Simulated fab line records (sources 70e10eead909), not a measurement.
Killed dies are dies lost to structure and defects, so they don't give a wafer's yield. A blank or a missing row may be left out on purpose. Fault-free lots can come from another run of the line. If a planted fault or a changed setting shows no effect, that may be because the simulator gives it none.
fab line records | flow nand_harc
[record] lots = 7 wafers = 19 last_day = 32
route steps=1302 shown A_SGD_CUT@901 END@1302
lots untouched by any fault: they come from a run of this same line in which no faults occurred
start_h: hours from the record's opening day to when the first of the lot's shown wafers began | wait_h: hours elapsed since this lot's preceding step | " repeats the value in the row above | L1.1+2: one row covering several wafers at once | - no value, or no start given | * or withheld: withheld | < > ~ a bound
route shown NAME@n: NAME is a module with steps in the file, n the number in the route of the first one | usual: mean/standard deviation of fault-free wafers | same: alike in all rows | chamber/n: place in a boat | sites: readings site by site | _std_site: the values' standard deviation | _edge_site: the outer-site mean with the inner-site mean subtracted | radius_mm: how far each site lies from the wafer's centre | mask NAME#n: copy n | behind: the most recent tool/chamber to have shaped the wafer | hold: the reason the lot was held/the length of the hold in hours/how it ended | device: the n, p or np transistor that did not switch | end of line: at the end of the route, the tests of the same wafers | step lacking rows: just its recipe | killed: dies lost to structure and defects at the first sort, not the wafer's yield | map: shows each die of a wafer: x if killed, . if not, _ if none is there
set.NAME: the setting as run; set.NAME@STEP: as run at that earlier step | model.NAME: the simulator's own value behind a step, which no gauge read
lots at selected steps of the route; one table per step, one row per wafer
services: from which hour (start_h, from the record's first day; less than 0 if before it) a tool's chamber was out of use, for how many hours, and why
[[steps]]
[step NHARC_A_SGD_CUT_CD_MEAS_09]
[recipe] target_cd_nm = 100 landing_energy_ev = 500
[usual] cd_nm = 99.9/0.41
// columns lot.wafer tool chamber start_h wait_h cd_nm
L699.2 cd_sem-01 0 457.87 - 99.9
L699.3 " 0 " " 99.9
L699.6 " 0 " " 100.3
L705.4 cd_sem-02 0 519.99 - 99.7
L705.5 " 0 " " 99.8
L705.6 " 0 " " 99.6
L707.1 cd_sem-02 0 546.65 - 99.6
L707.5 " 0 " " 99.8
L709.3 cd_sem-01 0 557.54 - 99.5
L709.6 " 0 " " 99.5
L716.2 cd_sem-02 0 633.87 - 99.4
L716.5 " 0 " " 100.1
L716.6 " 0 " " 100.0
L715.1 cd_sem-02 0 634.23 - 99.8
L715.5 " 0 " " 100.0
L715.6 " 0 " " 99.9
L718.3 cd_sem-01 0 645.30 - 100.4
L718.4 " 0 " " 100.3
L718.6 " 0 " " 100.4
[step NHARC_A_SGD_CUT_OVL_MEAS_10]
[usual] overlay_x_nm = -0.1/0.87 overlay_y_nm = -0.4/0.77
// columns lot.wafer tool chamber start_h wait_h overlay_x_nm overlay_y_nm
L699.2 overlay-01 - 457.96 - -0.4 0.5
L699.3 " - " " -0.3 0.6
L699.6 " - " " -1.0 0.6
L705.4 overlay-02 - 520.07 - -2.3 -0.6
L705.5 " - " " -1.6 -0.2
L705.6 " - " " -1.7 -0.4
L707.1 overlay-01 - 546.74 - 0.4 0.5
L707.5 " - " " 1.0 -0.3
L709.3 overlay-01 - 557.63 - 0.1 -1.1
L709.6 " - " " 0.3 -1.0
L716.2 overlay-02 - 633.96 - -0.7 -0.6
L716.5 " - " " -1.4 -0.2
L716.6 " - " " -0.5 0.3
L715.1 overlay-01 - 634.32 - 0.1 -0.6
L715.5 " - " " 0.2 -0.4
L715.6 " - " " 0.6 0.1
L718.3 overlay-02 - 645.39 - -1.6 -1.2
L718.4 " - " " -1.8 -1.7
L718.6 " - " " -1.0 -1.7
[step NHARC_A_SGD_CUT_INSPECT_11]
[usual] raw_defect_count = 60/29
// columns lot.wafer tool chamber start_h wait_h raw_defect_count
L699.2 defect_inspect-01 - 457.99 0.0 72
L699.3 " - " " 72
L699.6 " - " " 82
L705.4 defect_inspect-02 - 520.11 0.0 126
L705.5 " - " " 103
L705.6 " - " " 100
L707.1 defect_inspect-02 - 546.78 0.0 8
L707.5 " - " " 12
L709.3 defect_inspect-01 - 557.66 0.0 31
L709.6 " - " " 42
L716.2 defect_inspect-01 - 634.00 0.0 64
L716.5 " - " " 65
L716.6 " - " " 55
L715.1 defect_inspect-02 - 634.36 0.0 57
L715.5 " - " " 65
L715.6 " - " " 68
L718.3 defect_inspect-02 - 645.42 0.0 61
L718.4 " - " " 53
L718.6 " - " " 68
[step NHARC_A_SGD_CUT_DESCUM_14]
[recipe] time_s = 3 o2_flow_sccm = 200 ar_flow_sccm = 0 bias_power_w = 0 chemistry = O2
[usual] drypump_motor_current_A = 5.8/0.58 oes_product_au = 1.000/0.0073 rf_vpp_V = 57.8/0.88 showerhead_plenum_p_Torr = 1.89/0.072 throttle_valve_pct = 11.310/0.0098
// columns lot.wafer tool chamber start_h wait_h drypump_motor_current_A oes_product_au rf_hours_counter_h rf_vpp_V showerhead_plenum_p_Torr throttle_valve_pct
L699.2 rie_diel-13 2 458.07 0.1 5.4 1.005 5 56.7 1.94 11.317
L699.3 " 3 " " 5.6 0.999 6 57.3 1.80 11.312
L699.6 " 1 " " 4.9 1.005 - 57.8 1.82 11.310
L705.6 rie_diel-03 1 520.20 0.1 6.0 1.001 - 58.3 1.85 11.281
L705.5 " 3 " " 4.8 0.998 - 57.2 1.83 11.318
L705.4 " 0 " " 5.7 0.993 - 58.8 2.03 11.303
L707.1 rie_diel-03 2 546.84 0.1 5.9 1.004 7 56.6 1.95 11.305
L707.5 " 3 " " 4.9 0.992 - 57.9 1.83 11.308
L709.3 rie_diel-13 1 557.72 0.1 5.0 1.006 1 57.7 1.82 11.313
L709.6 " 2 " " 5.4 1.003 - 57.1 1.94 11.302
L716.2 rie_diel-10 2 634.07 0.1 6.0 1.002 2 59.2 1.97 11.322
L716.6 " 0 " " 6.4 0.995 - 59.8 1.92 11.304
L716.5 " 1 " " 6.5 0.999 - 56.8 1.81 11.310
L715.1 rie_diel-03 2 634.46 0.1 5.9 1.007 14 56.3 1.94 11.297
L715.6 " 0 " " 5.7 1.003 - 58.9 2.03 11.313
L715.5 " 1 " " 6.0 1.000 - 57.1 1.85 11.314
L718.3 rie_diel-10 0 645.49 0.1 6.3 1.002 2 57.9 1.92 11.323
L718.4 " 1 " " 6.5 1.011 2 57.7 1.81 11.295
L718.6 " 0 " " 6.4 1.016 - 59.2 1.92 11.307
[step NHARC_A_SGD_CUT_ETCH_58]
[recipe] target_depth_a = 390 over_etch_frac = 0.3 time_s = 65 ion_energy_ev = 80 cf4_flow_sccm = 150 ar_flow_sccm = 0 rf_w = 300 bias_w = 100 chemistry = CF4
[usual] drypump_motor_current_A = 5.8/0.56 oes_product_au = 1.002/0.0078 rf_vpp_V = 151.0/1 showerhead_plenum_p_Torr = 1.75/0.063 throttle_valve_pct = 13.285/0.0096
// columns lot.wafer tool chamber start_h wait_h drypump_motor_current_A oes_product_au rf_hours_counter_h rf_vpp_V showerhead_plenum_p_Torr throttle_valve_pct
L699.2 rie_diel-13 2 458.15 0.1 5.4 1.000 5 152.2 1.79 13.288
L699.3 " 3 " " 5.6 0.999 6 148.9 1.67 13.281
L699.6 " 1 " " 4.9 0.999 - 149.5 1.69 13.285
L705.5 rie_diel-03 3 520.29 0.1 4.9 0.993 - 151.0 1.70 13.289
L705.6 " 0 " " 5.7 0.996 - 151.9 1.87 13.285
L705.4 " 1 " " 6.0 1.000 - 150.8 1.71 13.277
L707.1 rie_diel-03 1 546.94 0.1 6.0 1.017 6 150.5 1.71 13.287
L707.5 " 3 " " 4.9 1.003 - 150.4 1.70 13.287
L709.3 rie_diel-13 3 557.83 0.1 5.6 0.999 1 151.4 1.67 13.293
L709.6 " 1 " " 5.0 0.994 - 149.9 1.68 13.276
L716.2 rie_diel-10 2 634.14 0.1 6.0 1.010 2 152.4 1.82 13.300
L716.5 " 2 " " 6.0 1.009 - 151.8 1.82 13.296
L716.6 " 3 " " 6.6 1.013 - 153.6 1.79 13.285
L715.1 rie_diel-03 3 634.54 0.1 4.8 1.011 17 149.6 1.69 13.264
L715.5 " 1 " " 6.0 0.995 - 151.3 1.71 13.296
L715.6 " 2 " " 5.9 1.001 - 151.2 1.79 13.278
L718.4 rie_diel-10 3 645.58 0.1 6.5 1.009 3 152.0 1.79 13.288
L718.3 " 0 " " 6.4 1.001 2 149.7 1.78 13.283
L718.6 " 2 " " 6.0 1.014 - 151.6 1.81 13.272
[step NHARC_A_SGD_CUT_ETCH_59]
[recipe] target_depth_a = 2600 over_etch_frac = 0.25 time_s = 406.25 ion_energy_ev = 200 n2_flow_sccm = 150 h2_flow_sccm = 150 ar_flow_sccm = 0 rf_w = 400 bias_w = 150 chemistry = N2/H2
[usual] drypump_motor_current_A = 5.8/0.57 oes_product_au = 1.000/0.0071 rf_vpp_V = 429.9/2.2 showerhead_plenum_p_Torr = 2.01/0.078 throttle_valve_pct = 14.171/0.0086
// columns lot.wafer tool chamber start_h wait_h drypump_motor_current_A oes_product_au rf_hours_counter_h rf_vpp_V showerhead_plenum_p_Torr throttle_valve_pct
L699.3 rie_diel-13 1 - - 5.0 1.008 5 427.7 1.93 14.174
L699.2 " 3 " " 5.6 0.986 6 425.4 1.92 14.171
L699.6 " 0 " " 6.4 1.000 - 429.4 1.96 14.152
L705.4 rie_diel-03 1 - - 6.0 1.001 - 428.3 1.97 14.156
L705.6 " 3 " " 4.8 1.000 - 427.4 1.95 14.176
L705.5 " 0 " " 5.7 0.988 - 433.4 2.17 14.177
L707.1 rie_diel-03 0 - - 5.7 0.990 9 434.5 2.17 14.171
L707.5 " 1 " " 6.0 1.006 - 430.2 1.97 14.172
L709.3 rie_diel-13 1 - - 4.9 1.012 1 427.5 1.93 14.168
L709.6 " 0 " " 6.4 0.993 - 426.9 1.96 14.177
L716.2 rie_diel-10 3 - - 6.6 1.006 1 430.7 2.07 14.184
L716.5 " 2 " " 6.0 1.013 - 432.3 2.10 14.177
L716.6 " 3 " " 6.5 1.003 - 431.9 2.07 14.162
L715.1 rie_diel-03 0 - - 5.7 1.007 18 434.6 2.16 14.172
L715.6 " 2 " " 5.9 0.997 - 431.6 2.07 14.163
L715.5 " 3 " " 4.8 0.998 - 428.9 1.94 14.175
L718.3 rie_diel-10 3 - - 6.5 1.009 3 433.1 2.07 14.181
L718.4 " 2 " " 6.0 1.000 3 432.6 2.10 14.183
L718.6 " 0 " " 6.3 0.998 - 430.3 2.05 14.187
[step NHARC_A_SGD_CUT_ETCH_15]
[recipe] target_depth_a = 750 time_s = 64.3 ch3f_flow_sccm = 50 o2_flow_sccm = 30 ar_flow_sccm = 200 rf_w = 500 bias_w = 100 chemistry = CH3F/O2
[usual] drypump_motor_current_A = 5.8/0.53 oes_product_au = 0.958/0.017 rf_vpp_V = 263.4/1.5 showerhead_plenum_p_Torr = 2.43/0.088 throttle_valve_pct = 20.663/0.0088
// columns lot.wafer tool chamber start_h wait_h drypump_motor_current_A oes_product_au rf_hours_counter_h rf_vpp_V showerhead_plenum_p_Torr throttle_valve_pct
L699.2 rie_diel-13 0 - - 6.4 0.969 6 261.5 2.37 20.677
L699.3 " 1 " " 5.0 0.964 5 261.4 2.34 20.663
L699.6 " 3 " " 5.6 0.968 - 262.3 2.32 20.665
L705.4 rie_diel-03 1 - - 6.0 0.939 - 262.8 2.38 20.661
L705.6 " 3 " " 4.8 0.943 - 261.9 2.35 20.660
L705.5 " 0 " " 5.7 0.945 - 265.6 2.60 20.669
L707.1 rie_diel-03 0 - - 5.7 0.962 9 265.6 2.60 20.659
L707.5 " 3 " " 4.9 0.947 - 262.6 2.35 20.668
L709.3 rie_diel-13 1 - - 4.9 0.946 1 262.1 2.34 20.664
L709.6 " 2 " " 5.5 0.939 - 263.9 2.49 20.662
L716.2 rie_diel-10 3 - - 6.5 0.954 2 263.5 2.49 20.667
L716.5 " 0 " " 6.3 0.928 - 264.2 2.47 20.659
L716.6 " 1 " " 6.5 0.938 - 261.3 2.33 20.670
L715.1 rie_diel-03 2 - - 5.9 0.982 14 263.1 2.50 20.688
L715.6 " 1 " " 6.0 0.964 - 261.5 2.38 20.657
L715.5 " 2 " " 5.9 0.973 - 263.6 2.50 20.666
L718.3 rie_diel-10 0 - - 6.4 0.955 2 264.0 2.47 20.651
L718.4 " 2 " " 6.0 0.987 3 264.5 2.53 20.656
L718.6 " 1 " " 6.5 0.984 - 262.2 2.33 20.662
[step NHARC_A_SGD_CUT_ETCH_16]
[recipe] target_depth_a = 3105 time_s = 155.2 c4f8_flow_sccm = withheld o2_flow_sccm = 8 ar_flow_sccm = withheld rf_w = 600 bias_w = 800 chemistry = C4F8/O2/Ar
[usual] oes_product_au = 0.969/0.014 rf_vpp_V = 722/3.7
// columns lot.wafer tool chamber start_h wait_h oes_product_au rf_hours_counter_h rf_vpp_V
L699.3 rie_diel-13 1 - - 0.976 5 718
L699.2 " 0 " " 0.965 6 719
L699.6 " 1 " " 0.970 - 719
L705.4 rie_diel-03 0 - - 0.977 - 729
L705.5 " 1 " " 0.967 - 721
L705.6 " 3 " " 0.974 - 718
L707.1 rie_diel-03 0 - - 0.979 9 729
L707.5 " 1 " " 0.980 - 722
L709.3 rie_diel-13 2 - - 0.958 1 724
L709.6 " 1 " " 0.958 - 718
L716.2 rie_diel-10 3 - - 0.949 2 726
L716.6 " 1 " " 0.949 - 719
L716.5 " 2 " " 0.950 - 725
L715.1 rie_diel-03 3 - - 0.984 18 718
L715.6 " 0 " " 0.962 - 729
L715.5 " 1 " " 0.983 - 720
L718.3 rie_diel-10 2 - - 0.987 3 727
L718.4 " 3 " " 0.974 3 725
L718.6 " 0 " " 0.981 - 723
[step NHARC_A_SGD_CUT_STRIP_60]
[recipe] c4f8_flow_sccm = withheld o2_flow_sccm = 8 ar_flow_sccm = withheld bias_w = 0 chemistry = C4F8/O2/Ar
[step NHARC_A_SGD_CUT_STRIP_17]
[recipe] o2_flow_sccm = 500 ar_flow_sccm = 0 bias_w = 0 chemistry = O2
[step NHARC_A_SGD_CUT_PRECLEAN_18]
[recipe] time_s = * temp_c = 50 bath_age_min = 0 chemistry = SC1
[step NHARC_A_SGD_CUT_SRD_19]
[step NHARC_A_SGD_CUT_DEP_20]
[recipe] target_thk_a = 1500 temp_c = 65 material = SiO2
// columns lot.wafer tool chamber start_h wait_h
L699.2+3+6 fcvd-01 0,1,1 459.18 -
L705.4+5+6 fcvd-02 1,1,0 521.50 -
L707.1+5 fcvd-02 1 547.95 -
L709.3+6 fcvd-02 0 558.89 -
L716.2+5+6 fcvd-01 1,0,1 635.21 -
L715.1+5+6 fcvd-01 0,0,1 635.57 -
L718.3+4+6 fcvd-02 0 646.70 -
[step NHARC_A_SGD_CUT_ANNEAL_27]
[recipe] temp_c = 450 time_s = 1800
[step NHARC_A_SGD_CUT_CMP_21]
[recipe] target_thk_nm = 148.19
[usual] motor_current_A = 12.2/1.1 time_to_endpoint_s = 50.5/2.2
// columns lot.wafer tool chamber start_h wait_h motor_current_A time_to_endpoint_s
L699.2 cmp-02 0 463.85 0.4 10.4 49.6
L699.3 " 1 " " 11.4 49.2
L699.6 " 3 " " 12.2 49.0
L705.4 cmp-01 0 526.49 0.4 12.6 50.2
L705.6 " 0 " " 12.2 49.2
L705.5 " 1 " " 11.9 37.9
L707.1 cmp-01 1 557.03 0.4 11.8 51.4
L707.5 " 2 " " 13.1 31.3
L709.3 cmp-01 0 563.63 0.4 12.6 34.1
L709.6 " 0 " " 12.1 49.0
L716.2 cmp-02 3 642.86 0.4 12.6 51.5
L716.5 " 2 " " 13.5 49.4
L716.6 " 3 " " 12.8 50.3
L715.1 cmp-01 0 642.86 0.4 12.2 52.4
L715.5 " 3 " " 11.0 53.2
L715.6 " 0 " " 12.1 54.0
L718.3 cmp-01 2 651.76 0.4 13.4 50.5
L718.4 " 1 " " 11.3 53.0
L718.6 " 3 " " 10.3 49.1
[step NHARC_A_SGD_CUT_THK_MEAS_22]
[recipe] thk_meas_gauge = ellipsometry
[usual] thk_nm = 148.3/1.3
// columns lot.wafer tool chamber start_h wait_h thk_nm
L699.2 film_metro-01 - 464.08 0.2 145.1
L699.3 " - " " 147.9
L699.6 " - " " 148.3
L705.4 film_metro-02 - 526.74 0.2 148.6
L705.5 " - " " 106.1
L705.6 " - " " 149.5
L707.1 film_metro-02 - 557.21 0.2 148.3
L707.5 " - " " 104.3
L709.3 film_metro-01 - 563.89 0.2 102.9
L709.6 " - " " 147.1
L715.1 film_metro-01 - 643.09 0.2 149.1
L715.5 " - " " 150.6
L715.6 " - " " 147.5
L716.2 film_metro-02 - 643.09 0.2 148.9
L716.5 " - " " 149.5
L716.6 " - " " 150.5
L718.3 film_metro-01 - 652.02 0.2 147.3
L718.4 " - " " 149.7
L718.6 " - " " 148.1
[step NHARC_A_SGD_CUT_SRD_23]
[step NHARC_END_SORT_01]
[recipe] temp_c = 25
[usual] killed_at_array = 61/23 killed_at_other = 1.3/1.4 killed_at_periphery = 4.0/2.6 killed_dies = 66/22 killed_open = 3.4/1.8 killed_short = 2.3/1.4
[same] gross_dies = 677
// columns lot.wafer tool chamber start_h wait_h killed_at_array killed_at_other killed_at_periphery killed_dies killed_open killed_short
L699.2 prober-02 0 581.41 2.8 49 1 3 53 3 1
L699.3 prober-02 0 582.22 3.1 59 1 3 63 3 4
L699.6 prober-02 0 584.65 4.0 60 1 2 63 1 2
L707.1 prober-02 0 667.63 2.5 28 0 1 29 10 5
L716.2 prober-01 0 762.73 2.8 52 2 3 57 1 2
L716.5 prober-01 0 765.15 3.7 41 2 8 51 1 0
L716.6 prober-01 0 765.96 4.0 44 2 3 49 5 2
// killed by level:class
L699.2 A_CHANNEL_HOLE_D1:chamber_film_flake=31 A_CHANNEL_HOLE_D2:chamber_film_flake=9 P_CONTACT:geometric_particle:open=2 A_ZERO_WELL:chamber_film_flake=2 A_STAIRCASE:chamber_film_flake=2 A_CONTACT:chamber_film_flake=2 A_CHANNEL_FILL_D1:geometric_particle:short=1 A_M0:geometric_particle:open=1
L699.3 A_CHANNEL_HOLE_D1:chamber_film_flake=34 A_CHANNEL_HOLE_D2:chamber_film_flake=8 A_CONTACT:chamber_film_flake=6 A_DECK1_JOINT:geometric_particle:short=2 P_ZERO_WELL:chamber_film_flake=2 A_ZERO_WELL:chamber_film_flake=2 A_STAIRCASE:chamber_film_flake=2 P_GATE:geometric_particle:open=1
L699.6 A_CHANNEL_HOLE_D1:chamber_film_flake=36 A_CHANNEL_HOLE_D2:chamber_film_flake=15 A_CONTACT:chamber_film_flake=5 P_GATE:chamber_film_flake=2 A_ONON_D1:geometric_particle:short=1 A_CHANNEL_FILL_D1:geometric_particle:short=1 A_M0:geometric_particle:open=1 A_CHANNEL_FILL_D1:chamber_film_flake=1
L707.1 A_CONTACT:chamber_film_flake=6 A_CHANNEL_HOLE_D1:chamber_film_flake=5 A_CHANNEL_FILL_D2:geometric_particle:open=3 A_ONON_D1:geometric_particle:open=2 A_CHANNEL_FILL_D2:geometric_particle:short=2 A_DECK1_JOINT:chamber_film_flake=2 P_CONTACT:geometric_particle:open=1 A_ONON_D1:geometric_particle:short=1
L716.2 A_CHANNEL_HOLE_D1:chamber_film_flake=31 A_SLIT:chamber_film_flake=9 A_STAIRCASE:chamber_film_flake=3 P_GATE:chamber_film_flake=2 A_DECK1_JOINT:chamber_film_flake=2 A_CONTACT:chamber_film_flake=2 THIN_TSV:chamber_film_flake=2 A_CHANNEL_HOLE_D1:geometric_particle:short=1
L716.5 A_CHANNEL_HOLE_D1:chamber_film_flake=30 A_SLIT:chamber_film_flake=4 P_GATE:chamber_film_flake=3 P_ZERO_WELL:chamber_film_flake=2 P_BONDPAD:chamber_film_flake=2 A_DECK1_JOINT:chamber_film_flake=2 A_STAIRCASE:chamber_film_flake=2 THIN_TSV:chamber_film_flake=2
L716.6 A_CHANNEL_HOLE_D1:chamber_film_flake=29 A_CONTACT:chamber_film_flake=3 A_CHANNEL_FILL_D1:geometric_particle:open=2 A_ZERO_WELL:chamber_film_flake=2 A_STAIRCASE:chamber_film_flake=2 A_SLIT:chamber_film_flake=2 P_CONTACT:geometric_particle:open=1 A_DECK1_JOINT:geometric_particle:short=1
[[services]]
// columns tool chamber start_h hours kind
fcvd-02 0 434.96 15.5 repair
rie_diel-10 2 446.74 13.7 repair
fcvd-02 - 450.00 13.0 pm
rie_diel-03 - 458.30 9.0 pm
rie_diel-13 3 467.93 1.9 repair
rie_diel-13 3 475.17 6.2 repair
cmp-01 - 479.50 4.0 pm
rie_diel-13 1 480.86 5.4 repair
rie_diel-03 1 499.91 9.9 repair
rie_diel-03 2 515.60 7.7 repair
cmp-01 - 518.41 1.0 repair
rie_diel-13 - 519.04 9.0 pm
rie_diel-03 - 535.04 0.7 repair
rie_diel-10 3 543.77 5.0 repair
rie_diel-13 3 547.43 2.9 repair
cmp-01 - 577.50 4.0 pm
rie_diel-03 2 581.81 9.6 repair
rie_diel-10 - 582.42 0.3 repair
cmp-01 - 590.99 0.8 repair
rie_diel-10 - 596.50 9.0 pm
fcvd-02 1 623.58 2.9 repair
rie_diel-13 - 628.07 0.5 repair
fcvd-02 - 631.00 13.0 pm
rie_diel-13 0 637.30 15.2 repair
[[key]]
[first_sign] step = NHARC_A_SGD_CUT_CMP_21 reading = time_to_endpoint_s direction = down sigmas = 7.3 usual = * struck = *
[effect] step = NHARC_A_SGD_CUT_THK_MEAS_22 reading = thk_nm direction = down sigmas = 35 usual = 148.3 struck = 104.4
met_at NHARC_A_SGD_CUT_DEP_20
struck_wafers L705.5,L707.5,L709.3
tester_left_out L705,L707,L709
[fault] kind = process_parameter_drift tool = fcvd-02 chamber = - onset_h = 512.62 steps = NHARC_A_SGD_CUT_DEP_20 channel = target_thk_a offset = * shape = step end_h = 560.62 scope = struck_wafers_only acts_in = * stated = *
// tester_left_out: of these lots the tester's yield and bins aren't shown, on N5 and GAA mostly nor the transistor test; their killed dies are dies lost to structure and defects alone, not to doping, threshold or leakage, so they don't give the yield
